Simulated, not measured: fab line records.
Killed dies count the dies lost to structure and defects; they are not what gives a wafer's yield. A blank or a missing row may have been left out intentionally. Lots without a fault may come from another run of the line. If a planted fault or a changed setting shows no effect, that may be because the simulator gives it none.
Chamber matching -- flow nandHarc -- rieDiel-11 running NHARC_P_GATE_DESCUM_13: 4 sister chambers
The step chemistry O2, time 3 s. 16 wafers are shown with their chamber, then 8 later ones without.

## WAFERS WITH THEIR CHAMBER
wafer,chamber,showerheadPlenumPTorr (Torr),drypumpMotorCurrentA (A),rfVppV (V)
L811.2,0,2.03,5.6,59.4
L811.5,2,1.82,5.8,56.1
L811.6,1,2.05,5.6,59.3
L813.3,0,2.03,5.6,57.9
L813.4,2,1.82,5.8,58.2
L813.5,3,1.95,5.8,57.5
L812.3,1,2.05,5.6,59.0
L812.5,2,1.82,5.8,57.3
L812.6,3,1.95,5.8,57.1
L815.1,3,1.95,5.8,57.9
L815.5,3,1.95,5.8,58.4
L815.6,2,1.82,5.8,56.7
L821.2,3,1.95,5.8,58.6
L821.3,1,2.04,5.5,58.6
L821.5,3,1.95,5.8,59.0
L826.1,0,2.03,5.6,57.7

SIGNATURES (averages over the wafers above)
reading,chamber 0,chamber 1,chamber 2,chamber 3,scatter within a chamber
showerheadPlenumPTorr,2.0300,2.0467,1.8200,1.9500,0.00236
drypumpMotorCurrentA,5.600,5.567,5.800,5.800,0.0236
rfVppV,58.333,58.967,57.075,58.083,0.76
Rule: distance of a wafer from a chamber = root of the sum over the readings of ((wafer's reading minus chamber's mean) / reading's scatter) squared. If the next closest chamber is less than 2 further off than the closest, the wafer can't be placed; otherwise it belongs to the closest. The scatter: take each reading less its chamber's mean, square it, sum over the shown wafers, divide by the number of wafers less the number of chambers, and take the root.

## WAFERS WITH NO CHAMBER GIVEN
wafer,showerheadPlenumPTorr (Torr),drypumpMotorCurrentA (A),rfVppV (V)
L826.5,1.81,5.8,58.8
L826.6,2.04,5.6,57.3
L825.1,2.04,5.6,59.2
L825.3,2.03,5.6,59.0
L825.5,2.03,5.6,57.6
L832.2,1.81,5.8,56.3
L832.3,2.03,5.6,58.2
L832.5,2.04,5.5,57.9

## WHICH CHAMBER EACH ONE RAN IN
wafer,from the rows above,in truth
L826.5,2,2
L826.6,can't be placed: 1 or 0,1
L825.1,can't be placed: 1 or 0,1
L825.3,0,0
L825.5,0,0
L832.2,2,2
L832.3,0,0
L832.5,can't be placed: 1 or 0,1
Correct placement for 5 of the 8. Can't be placed from these rows: 3 (the true chamber is among the candidates in 3). Number placed wrongly: 0.
